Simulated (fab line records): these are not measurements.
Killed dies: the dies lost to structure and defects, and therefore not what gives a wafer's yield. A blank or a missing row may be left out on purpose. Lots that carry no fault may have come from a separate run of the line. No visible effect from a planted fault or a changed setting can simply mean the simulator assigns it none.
fab line records || flow n5_finfet
record {"lots": 5, "wafers": 15, "last_day": 15}
route steps=1938 shown BEOL_M7@1290 PASSIVATION@1936
lots that met no fault: taken from a fault-free run of the same line
start_h: start of the lot's first displayed wafer, in hours after the record's first day || wait_h: hours elapsed since this lot's preceding step || " the same as in the row above || L1.1+2: a single row standing in for several wafers || - either no value or no given start || * or withheld: withheld || < > ~ a bound
route shown NAME@n: names a module that has steps shown in the file, with the first one's number in the route || usual: mean/standard deviation taken from wafers without a fault || same: alike in all rows || chamber/n: place in a boat || sites: each site's reading || _std_site: their standard deviation || _edge_site: mean of outer sites minus mean of inner sites || radius_mm: how far each site lies from the wafer's centre || mask NAME#n: copy n || behind: the most recent tool/chamber to have shaped the wafer || hold: the reason the lot was held/the length of the hold in hours/how it ended || device: the transistor (n, p or np) that didn't switch || end of line: the route-end tests of the same wafers || for a step that has no rows: nothing shown but its recipe || killed: dies that structure and defects cost at the first sort, which is not the same as the wafer's yield || map: the dies of a wafer, with x for killed, . for not killed, _ for no die there
set.NAME: the setting the step ran with; set.NAME@STEP: the setting that earlier step ran with || model.NAME: the simulator's own value behind a step, which no gauge read
certain route steps with their lots: each step a table, each wafer a row
services: the hour from which a tool's chamber was out of use, counted from the record's first day as start_h (under 0 if before that day), plus the number of hours and why
## steps
# step N5_BEOL_M7_COAT_22
# recipe {"resist": "CAR-EUV", "spin_rpm": 1500, "resist_thk_nm": 30}
# step N5_BEOL_M7_EBR_24
# recipe {"solvent": "PGMEA", "ebr_width_mm": 1.5}
# step N5_BEOL_M7_SOFTBAKE_23
# recipe {"temp_c": 110, "time_s": 60, "resist": "CAR-EUV"}
# step N5_BEOL_M7_EXPOSE_25
# recipe {"mask_id": "V6", "na": 0.33, "source_shape": "annular", "sigma_inner": 0.4, "sigma_outer": 0.8, "polarization": "unpolarized", "target_cd_nm": 40, "dose_mj": 42.5}
# step N5_BEOL_M7_PEB_26
# recipe {"peb_temp_c": 100, "peb_time_s": 60, "resist": "CAR-EUV"}
# step N5_BEOL_M7_DEVELOP_27
# recipe {"develop_time_s": 30, "developer": "TMAH", "resist": "CAR-EUV", "rinse_liquid": "surfactant_rinse", "dry": "air_spin", "dev_temp_c": 23}
# step N5_BEOL_M7_DESCUM_33
# recipe {"chemistry": "O2", "time_s": 7, "source_power_w": 50, "bias_power_w": 20, "pressure_mtorr": 20, "rf_frequency_hz": 2.712e+07, "temp_c": 40, "resist": "CAR-EUV", "o2_flow_sccm": 225}
# step N5_BEOL_M7_ETCH_72
# recipe {"chemistry": "N2/H2", "target": "underlayer", "target_depth_a": 65, "mask_material": "CAR-EUV", "time_s": 5.2, "ion_energy_ev": 200, "pressure_mtorr": 30, "source_w": 840, "bias_w": 150, "n2_flow_sccm": 200, "h2_flow_sccm": 200, "ends": "cleared"}
# step N5_BEOL_M7_ETCH_65
# recipe {"chemistry": "CF4", "target": "SiARC", "target_depth_a": 156, "mask_material": "CAR-EUV", "time_s": 26, "ion_energy_ev": 80, "pressure_mtorr": 40, "source_w": 545, "bias_w": 36, "Ar_flow_sccm": 100, "cf4_flow_sccm": 100, "ends": "cleared"}
# step N5_BEOL_M7_ETCH_66
# recipe {"chemistry": "N2/H2", "target": "SOC", "target_depth_a": 800, "overetch_a": 160, "mask_material": "SiARC", "temp_c": 40, "time_s": 120, "ion_energy_ev": 200, "pressure_mtorr": 30, "source_w": 840, "bias_w": 150, "n2_flow_sccm": 200, "h2_flow_sccm": 200}
# usual {"chamber_pressure_mTorr": "30.001/0.03", "drypump_motor_current_A": "5.9/0.42", "oes_product_au": "0.62/0.059", "rf_vpp_V": "524.4/2.6", "showerhead_plenum_p_Torr": "2.56/0.092", "throttle_valve_pct": "17.80/0.26"}
# same {"time_s": 120}
{"lot.wafer": "L161.1", "tool": "rie_diel-06", "chamber": 2, "start_h": 205.73, "wait_h": 0.0, "chamber_pressure_mTorr": 30.001, "drypump_motor_current_A": 5.2, "oes_product_au": 0.67, "rf_hours_counter_h": 45, "rf_vpp_V": 523.8, "showerhead_plenum_p_Torr": 2.58, "throttle_valve_pct": 17.72}
{"lot.wafer": "L161.3", "tool": "rie_diel-06", "chamber": 1, "start_h": 205.73, "wait_h": 0.0, "chamber_pressure_mTorr": 29.982, "drypump_motor_current_A": 6.2, "oes_product_au": 0.69, "rf_hours_counter_h": 25, "rf_vpp_V": 525.7, "showerhead_plenum_p_Torr": 2.59, "throttle_valve_pct": 17.44}
{"lot.wafer": "L161.5", "tool": "rie_diel-06", "chamber": 3, "start_h": 205.73, "wait_h": 0.0, "chamber_pressure_mTorr": 30.007, "drypump_motor_current_A": 5.9, "oes_product_au": 0.63, "rf_hours_counter_h": "-", "rf_vpp_V": 527.2, "showerhead_plenum_p_Torr": 2.68, "throttle_valve_pct": 17.65}
{"lot.wafer": "L162.1", "tool": "rie_diel-02", "chamber": 2, "start_h": 206.97, "wait_h": 0.0, "chamber_pressure_mTorr": 30.000, "drypump_motor_current_A": 6.2, "oes_product_au": 0.56, "rf_hours_counter_h": 197, "rf_vpp_V": 520.1, "showerhead_plenum_p_Torr": 2.42, "throttle_valve_pct": 18.19}
{"lot.wafer": "L162.3", "tool": "rie_diel-02", "chamber": 1, "start_h": 206.97, "wait_h": 0.0, "chamber_pressure_mTorr": 30.036, "drypump_motor_current_A": 6.2, "oes_product_au": 0.57, "rf_hours_counter_h": 159, "rf_vpp_V": 528.0, "showerhead_plenum_p_Torr": 2.65, "throttle_valve_pct": 17.49}
{"lot.wafer": "L162.6", "tool": "rie_diel-02", "chamber": 3, "start_h": 206.97, "wait_h": 0.0, "chamber_pressure_mTorr": 30.019, "drypump_motor_current_A": 5.6, "oes_product_au": 0.70, "rf_hours_counter_h": "-", "rf_vpp_V": 528.5, "showerhead_plenum_p_Torr": 2.71, "throttle_valve_pct": 17.59}
{"lot.wafer": "L171.1", "tool": "rie_diel-06", "chamber": 2, "start_h": 274.16, "wait_h": 0.0, "chamber_pressure_mTorr": 30.037, "drypump_motor_current_A": 5.2, "oes_product_au": 0.63, "rf_hours_counter_h": 69, "rf_vpp_V": 525.0, "showerhead_plenum_p_Torr": 2.57, "throttle_valve_pct": 17.76}
{"lot.wafer": "L171.2", "tool": "rie_diel-06", "chamber": 0, "start_h": 274.16, "wait_h": 0.0, "chamber_pressure_mTorr": 29.960, "drypump_motor_current_A": 6.0, "oes_product_au": 0.73, "rf_hours_counter_h": 7, "rf_vpp_V": 522.5, "showerhead_plenum_p_Torr": 2.49, "throttle_valve_pct": 17.61}
{"lot.wafer": "L171.3", "tool": "rie_diel-06", "chamber": 3, "start_h": 274.16, "wait_h": 0.0, "chamber_pressure_mTorr": 29.974, "drypump_motor_current_A": 5.9, "oes_product_au": 0.61, "rf_hours_counter_h": 110, "rf_vpp_V": 527.6, "showerhead_plenum_p_Torr": 2.67, "throttle_valve_pct": 17.69}
{"lot.wafer": "L175.1", "tool": "rie_diel-06", "chamber": 1, "start_h": 279.66, "wait_h": 0.0, "chamber_pressure_mTorr": 29.836, "drypump_motor_current_A": 6.2, "oes_product_au": 0.66, "rf_hours_counter_h": 44, "rf_vpp_V": 525.1, "showerhead_plenum_p_Torr": 2.58, "throttle_valve_pct": 17.45}
{"lot.wafer": "L175.4", "tool": "rie_diel-06", "chamber": 3, "start_h": 279.66, "wait_h": 0.0, "chamber_pressure_mTorr": 30.020, "drypump_motor_current_A": 5.8, "oes_product_au": 0.62, "rf_hours_counter_h": 112, "rf_vpp_V": 527.2, "showerhead_plenum_p_Torr": 2.67, "throttle_valve_pct": 17.68}
{"lot.wafer": "L175.6", "tool": "rie_diel-06", "chamber": 1, "start_h": 279.66, "wait_h": 0.0, "chamber_pressure_mTorr": 29.969, "drypump_motor_current_A": 6.2, "oes_product_au": 0.66, "rf_hours_counter_h": "-", "rf_vpp_V": 525.2, "showerhead_plenum_p_Torr": 2.58, "throttle_valve_pct": 17.47}
{"lot.wafer": "L176.2", "tool": "rie_diel-06", "chamber": 3, "start_h": 292.95, "wait_h": 0.0, "chamber_pressure_mTorr": 30.025, "drypump_motor_current_A": 5.8, "oes_product_au": 0.61, "rf_hours_counter_h": 116, "rf_vpp_V": 526.4, "showerhead_plenum_p_Torr": 2.67, "throttle_valve_pct": 17.70}
{"lot.wafer": "L176.4", "tool": "rie_diel-06", "chamber": 1, "start_h": 292.95, "wait_h": 0.0, "chamber_pressure_mTorr": 29.992, "drypump_motor_current_A": 6.1, "oes_product_au": 0.67, "rf_hours_counter_h": 49, "rf_vpp_V": 525.8, "showerhead_plenum_p_Torr": 2.58, "throttle_valve_pct": 17.48}
{"lot.wafer": "L176.5", "tool": "rie_diel-06", "chamber": 0, "start_h": 292.95, "wait_h": 0.0, "chamber_pressure_mTorr": 29.976, "drypump_motor_current_A": 6.0, "oes_product_au": 0.71, "rf_hours_counter_h": "-", "rf_vpp_V": 521.7, "showerhead_plenum_p_Torr": 2.49, "throttle_valve_pct": 17.62}
# step N5_BEOL_M7_STRIP_69
# recipe {"chemistry": "N2/H2", "temp_c": 40, "n2_flow_sccm": 200, "h2_flow_sccm": 200, "rf_frequency_hz": 6e+07}
# step N5_BEOL_M7_STRIP_73
# recipe {"chemistry": "N2/H2", "temp_c": 40, "n2_flow_sccm": 200, "h2_flow_sccm": 200, "rf_frequency_hz": 6e+07}
# step N5_BEOL_M7_VIA_ETCH_34
# recipe {"chemistry": "C4F6/O2", "target": "SiCOH_lowk", "target_depth_a": 1255, "mask_material": "SOC", "taper_deg": 4, "time_s": 50.5, "ion_energy_ev": 250, "pressure_mtorr": 30, "source_w": 345, "bias_w": 185, "Ar_flow_sccm": 300, "C4F6_flow_sccm": 10, "O2_flow_sccm": 10}
# step N5_BEOL_M7_STRIP_76
# recipe {"chemistry": "C4F6/O2", "resist": "SiARC", "rf_frequency_hz": 6e+07}
# step N5_BEOL_M7_STRIP_36
# recipe {"chemistry": "N2/H2", "power_w": 450, "temp_c": 40, "pressure_mtorr": 20, "rf_frequency_hz": 6e+07, "overash_fraction": 0.3, "bias_power_w": 7, "h2_frac": 0.5, "n2_flow_sccm": 200, "h2_flow_sccm": 200}
# step N5_BEOL_M7_TRENCH_ETCH_37
# recipe {"chemistry": "C4F6/O2", "target_depth_a": 934.78, "target": "SiCOH_lowk", "time_s": 31.2, "ion_energy_ev": 250, "pressure_mtorr": 30, "source_w": 345, "bias_w": 185, "Ar_flow_sccm": 300, "C4F6_flow_sccm": 10, "O2_flow_sccm": 10}
# step N5_BEOL_M7_ETCH_41
# recipe {"chemistry": "CH3F/O2", "target": "SiCN", "target_depth_a": 319, "taper_deg": 2, "time_s": 57.8, "ion_energy_ev": 120, "mask_material": "TiN", "pressure_mtorr": 30, "source_w": 395, "bias_w": 75, "Ar_flow_sccm": 150, "CH3F_flow_sccm": 30, "O2_flow_sccm": 20}
# step N5_BEOL_M7_STRIP_80
# recipe {"chemistry": "N2/H2", "time_s": 10, "power_w": 450, "temp_c": 40, "pressure_mtorr": 20, "rf_frequency_hz": 6e+07, "bias_power_w": 7, "n2_flow_sccm": 200, "h2_flow_sccm": 200}
# step N5_BEOL_M7_HM_STRIP_39
# recipe {"chemistry": "peroxide_tin_strip", "material": "TiN", "target_depth_a": 250, "temp_c": 50, "time_s": 158}
# step N5_BEOL_M7_SRD_40
# recipe {"time_s": 30, "temp_c": 23, "rinse_liquid": "diw", "dry": "ipa_marangoni"}
# step N5_BEOL_M7_PRECLEAN_42
# recipe {"chemistry": "residue_remover", "time_s": 60, "temp_c": 40}
# step N5_BEOL_M7_SRD_43
# recipe {"time_s": 30, "temp_c": 23, "rinse_liquid": "diw", "dry": "ipa_marangoni"}
# step N5_BEOL_M7_CURE_75
# recipe {"temp_c": 370, "time_s": 120, "ambient": "DMADMS/He", "material": "SiCOH_lowk"}
# step N5_BEOL_M7_DEGAS_44
# recipe {"ambient": "vacuum", "temp_c": 250, "time_s": 60}
# step N5_BEOL_M7_PRE_CLEAN_45
# recipe {"gas": "H2/He", "time_s": 30, "temp_c": 250}
# step N5_BEOL_M7_ALD_77
# recipe {"material": "TaN", "target_thk_a": 20, "temp_c": 275, "ald_precursor_family": "PDMAT", "ald_co_reactant": "NH3", "pressure_torr": 3, "carrier_flow_sccm": 1500, "pulse_time_s": 2, "purge_time_s": 3, "co_reactant_purge_time_s": 2, "co_reactant_pulse_time_s": 3, "ald_cycles": 40, "precursor_vessel_temp_c": 75, "precursor_vessel_pressure_torr": 26.25, "precursor_vessel_carrier_sccm": 1000}
# step N5_BEOL_M7_SURFACE_TREAT_79
# recipe {"gas": "Ar", "time_s": "*", "ion_energy_ev": "*", "ion_current_ma_cm2": 0.5, "pressure_mtorr": "*", "ar_flow_sccm": 30}
# step N5_BEOL_M7_CVD_78
# recipe {"material": "Co", "target_thk_a": 20, "temp_c": "withheld", "precursor": "CCTBA/H2", "pressure_torr": 30, "time_s": 142.3}
# step N5_BEOL_M7_SPUTTER_48
# recipe {"material": "Cu", "target_thk_a": 100, "temp_c": -20, "bias_v": 60, "power_w": 26000, "chamber_pressure_pa": 0.13, "time_s": 1.667}
# step N5_BEOL_M7_ECD_50
# recipe {"material": "Cu", "target_thk_a": 3000}
# step N5_BEOL_M7_ANNEAL_51
# recipe {"temp_c": 225, "time_s": 90, "ambient": "N2"}
# step N5_BEOL_M7_CMP_52
# recipe {"stop_on": "SiCOH_lowk", "t_overpolish_s": 6.9, "down_force_psi": 1, "platen_rpm": 50, "clearing_platen_down_force_psi": 1.5, "clearing_platen_rpm": 50, "post_cmp_clean": "cu_alkaline", "target_thk_nm": 80, "clearing_platen_pad_velocity_m_s": 0.99484, "pad_velocity_m_s": 0.99484}
# step N5_BEOL_M7_PRE_CLEAN_55
# recipe {"gas": "NH3", "time_s": 15, "temp_c": "withheld", "rf_power_w": 300}
# step N5_BEOL_M7_DEP_56
# recipe {"material": "SiCN", "target_thk_a": 100, "temp_c": "withheld", "precursor": "3MS/NH3", "pressure_torr": 3, "rf_w": 202, "time_s": 17.5}
# step N5_PASSIVATION_PROBE_49
# usual {"defect_limited_yield": "91.3/1.5", "killed_at_M0_to_M3": "35/10", "killed_at_M4_up": "13/5.3", "killed_at_contacts": "12/5.7", "killed_at_front_end": "39/11", "killed_at_other": "3.3/2.7", "killed_dies": "102/18", "killed_open": "67/13", "killed_short": "34/7.8", "sort_bin_5_function": "5.1/1", "sort_bin_6_memory": "3.3/0.68", "sort_n_pass": "1078/18", "sort_yield_pct": "91.3/1.5"}
# same {"gross_dies": 1180, "killed_at_back_side": 0, "sort_bin_4_leakage[%]": 0, "sort_bin_8_speed[%]": 0}
{"lot.wafer": "L171.3", "tool": "prober-02", "chamber": "-", "start_h": 352.37, "wait_h": 0.1, "defect_limited_yield[%]": 83.1, "killed_at_M0_to_M3": 20, "killed_at_M4_up": 153, "killed_at_contacts": 7, "killed_at_front_end": 18, "killed_at_other": 2, "killed_dies": 200, "killed_open": 37, "killed_short": 20, "sort_bin_5_function[%]": 10.8, "sort_bin_6_memory[%]": 3.0, "sort_n_pass": 980, "sort_yield_pct[%]": 83.1}
{"lot.wafer": "L175.4", "tool": "prober-02", "chamber": "-", "start_h": 358.63, "wait_h": 0.2, "defect_limited_yield[%]": 82.5, "killed_at_M0_to_M3": 32, "killed_at_M4_up": 148, "killed_at_contacts": 6, "killed_at_front_end": 18, "killed_at_other": 2, "killed_dies": 206, "killed_open": 52, "killed_short": 13, "sort_bin_5_function[%]": 11.1, "sort_bin_6_memory[%]": 3.6, "sort_n_pass": 974, "sort_yield_pct[%]": 82.5}
{"lot.wafer": "L176.2", "tool": "prober-02", "chamber": "-", "start_h": 370.09, "wait_h": 0.1, "defect_limited_yield[%]": 80.1, "killed_at_M0_to_M3": 22, "killed_at_M4_up": 167, "killed_at_contacts": 6, "killed_at_front_end": 37, "killed_at_other": 3, "killed_dies": 235, "killed_open": 55, "killed_short": 22, "sort_bin_5_function[%]": 13.1, "sort_bin_6_memory[%]": 3.5, "sort_n_pass": 945, "sort_yield_pct[%]": 80.1}
# killed by level:class
L171.3 BEOL_M7:unspecified=143 BEOL_M0_SAQP:geometric_particle:open=11 MOL_CONTACT_COAG:geometric_particle:open=6 BEOL_M4:geometric_particle:open=5 STI_FIN_REVEAL:geometric_particle:open=3 BEOL_M0_SAQP:geometric_particle:short=3 BEOL_M2:geometric_particle:open=3 BEOL_M4:geometric_particle:short=3
L175.4 BEOL_M7:unspecified=140 BEOL_M1:geometric_particle:open=12 BEOL_M0_SAQP:geometric_particle:open=8 BEOL_M4:geometric_particle:open=6 BEOL_M3:geometric_particle:open=6 STI_FIN_REVEAL:geometric_particle:open=5 MOL_CONTACT_COAG:geometric_particle:open=4 GATE_CUT:geometric_particle:open=3
L176.2 BEOL_M7:unspecified=156 STI_FIN_REVEAL:geometric_particle:open=10 GATE_CUT:geometric_particle:open=9 BEOL_M1:geometric_particle:open=8 BEOL_M0_SAQP:geometric_particle:short=5 MOL_CONTACT_COAG:geometric_particle:open=4 STARTING-WAFER:geometric_particle:short=4 FIN_SAQP:geometric_particle:open=3
# map L171.3 (x killed, . not)
_________________.....x.x....________________
______________.................._____________
___________...x...............x....__________
__________............x............._________
________..........x......x............_______
_______..x...........x.........x.......______
______................................x._____
_____..................x.................____
____......................................___
___......................x.....x.....x.....__
___............x....x.x....................__
__.....................x...................._
__.........x...xx...xx..................x..._
_...x......x.xxxxxxxxx.x......x...........x..
_x.......x.xxxxxxxxxxxxx.x...................
_.........xxxxxxxxxxxxxx...x......x...x......
_........xxxxxxxxxxxxxx......................
_..........xxxxxxxxxxxxxx..................x.
_........x.xxxxxxxxxxxxx................x....
_.......x.x.xxxxxxxxxxxxxx.....x.............
_...........xxxxxxxxxxx.......x........x.....
__........x.xxxxxxxxxxx.............x......._
__............xxxxxxxxx.......x..........x.._
___.......x....xxxx..x............x......x.__
___x...x....x........x..........x.....x....__
____.............x.x...........x..........___
_____..............x.......x.........x...____
______x................................._____
_______................................______
________.x..........................x._______
__________.............x............_________
___________....................x...__________
______________x....x............_____________
_________________....x..x.x..________________
# map L175.4 (x killed, . not)
_________________..x.......x.________________
______________.................._____________
___________........x...............__________
__________....xx...................._________
________..............x..x.x.........._______
_______........x....x..................______
______.....x............................_____
_____....................................____
____....x.........x..x....x....x..........___
___x....x.....x............................__
___........................................__
__..............x.x.........x.x............._
__...........xx.x.x...x...x...........x....._
_..x.........x.xxxxxxx.x.....................
_....x.....xxxxxxxxxx........................
_........xx.xxxxxxxxxxxxx....................
_.........xxxxxxxxxxxxxx.....................
_.....x.xx.xxxxxxxxxxxxx...x.............x...
_......x.xxxxxxxxxxxxxxxx...............x....
_........xxxxxxxxxxxxxxx.x.x.................
_x.......x.xxxxxxxxxxxxxx........x...........
__........x.xxxxxxxxxxx........x.........x.._
__........x.xxxxxxxx.x.x.............x....x._
___x.........xxxxxxx....x...............x..__
___...x...........x..............x........x__
____.....x..x.....x....x..................___
_____....................................____
______...x.............................._____
_______...............x...........x....______
________.......x.....................x_______
__________.....................x.x.._________
___________x...x............x......__________
______________.................._____________
_________________..x.........________________
## services
{"tool": "rie_diel-02", "chamber": 0, "start_h": 201.01, "hours": 9.1, "kind": "repair"}
{"tool": "rie_diel-02", "chamber": 2, "start_h": 223.76, "hours": 6.1, "kind": "repair"}
{"tool": "rie_diel-06", "chamber": 0, "start_h": 229.98, "hours": "-", "kind": "clean"}
{"tool": "rie_diel-06", "chamber": 0, "start_h": 229.98, "hours": "-", "kind": "consumable_replace:focus_ring"}
{"tool": "rie_diel-06", "chamber": 0, "start_h": 229.98, "hours": 14.3, "kind": "scheduled_down"}
{"tool": "rie_diel-06", "chamber": 0, "start_h": 229.98, "hours": 14.3, "kind": "vent_cycle"}
{"tool": "rie_diel-02", "chamber": 2, "start_h": 237.18, "hours": 4.4, "kind": "repair"}
{"tool": "rie_diel-06", "chamber": 2, "start_h": 241.17, "hours": 1.2, "kind": "repair"}
{"tool": "rie_diel-06", "chamber": 3, "start_h": 259.63, "hours": 4.8, "kind": "repair"}
## key
first_sign {"step": "N5_PASSIVATION_PROBE_49", "reading": "killed_at_M4_up", "direction": "up", "sigmas": 27, "usual": 13, "struck": 156}
effect {"step": "N5_PASSIVATION_PROBE_49", "reading": "defect_limited_yield", "direction": "down", "sigmas": 6.2, "usual": 91.3, "struck": 81.9}
more_kills_born_at {"N5_BEOL_M7_ETCH_66@rie_diel-06": 439}
met_at N5_BEOL_M7_ETCH_66
struck_wafers L171.3,L175.4,L176.2
onset_between 205.73 274.16
fault {"kind": "chamber_particle_source", "tool": "rie_diel-06", "chamber": 3, "onset_h": 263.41, "steps": "N5_BEOL_M7_ETCH_66", "rate_per_visit_cm2": 1.4519, "end_h": 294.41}
